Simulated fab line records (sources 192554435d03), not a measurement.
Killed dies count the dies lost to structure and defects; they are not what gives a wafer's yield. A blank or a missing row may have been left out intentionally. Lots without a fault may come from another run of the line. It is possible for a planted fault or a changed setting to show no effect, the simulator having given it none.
Matching of chambers | flow n5 finfet | N5_BEOL_M9_CMP_52 on cmp-02 has 4 sister chambers
The step polishes, stops on SiCOH lowk, t overpolish 7 s, target thk 140 nm. 4 wafers are shown with their chamber, then 12 later ones without.

== EACH WAFER AND ITS CHAMBER ==
wafer  | chamber | motor current A (A)
L094.3 | 1       | 5.5
L085.2 | 2       | 6.3
L085.4 | 0       | 4.9
L085.6 | 3       | 6.5

== WAFERS WITHOUT THEIR CHAMBER ==
wafer  | motor current A (A)
L089.1 | 6.6
L089.2 | 4.9
L089.4 | 5.0
L089.3 | 5.9
L089.5 | 5.0
L089.6 | 6.2
L096.1 | 5.2
L096.4 | 6.2
L096.5 | 7.1
L097.1 | 4.7
L097.3 | 5.8
L097.6 | 5.0

== THE CHAMBER EACH PASSED THROUGH ==
wafer  | from the rows above          | in truth
L089.1 | can't be placed: 3 or 2      | 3
L089.2 | 0                            | 0
L089.4 | can't be placed: 0 or 1      | 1
L089.3 | can't be placed: 2 or 1 or 3 | 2
L089.5 | can't be placed: 0 or 1      | 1
L089.6 | can't be placed: 2 or 3      | 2
L096.1 | can't be placed: 0 or 1      | 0
L096.4 | can't be placed: 2 or 3      | 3
L096.5 | can't be placed: 3 or 2      | 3
L097.1 | 0                            | 0
L097.3 | can't be placed: 1 or 2 or 3 | 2
L097.6 | can't be placed: 0 or 1      | 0
Correct placement for 2 of the 12. From these rows, 10 cannot be placed; in 10 the true chamber is one of the candidates. Wrongly placed: 0.
How it was worked out, from the rows above alone: a wafer's distance from a chamber is the root of the sum, over the readings, of the square of ((its reading less the chamber's mean) divided by the reading's scatter). If the next closest chamber is less than 2 further off than the closest, the wafer can't be placed; otherwise it belongs to the closest. Each chamber's mean is taken over the wafers shown for it. The scatter: with one shown wafer a chamber, the root of the mean of the squares of how far each hidden wafer lies from its nearest shown one.
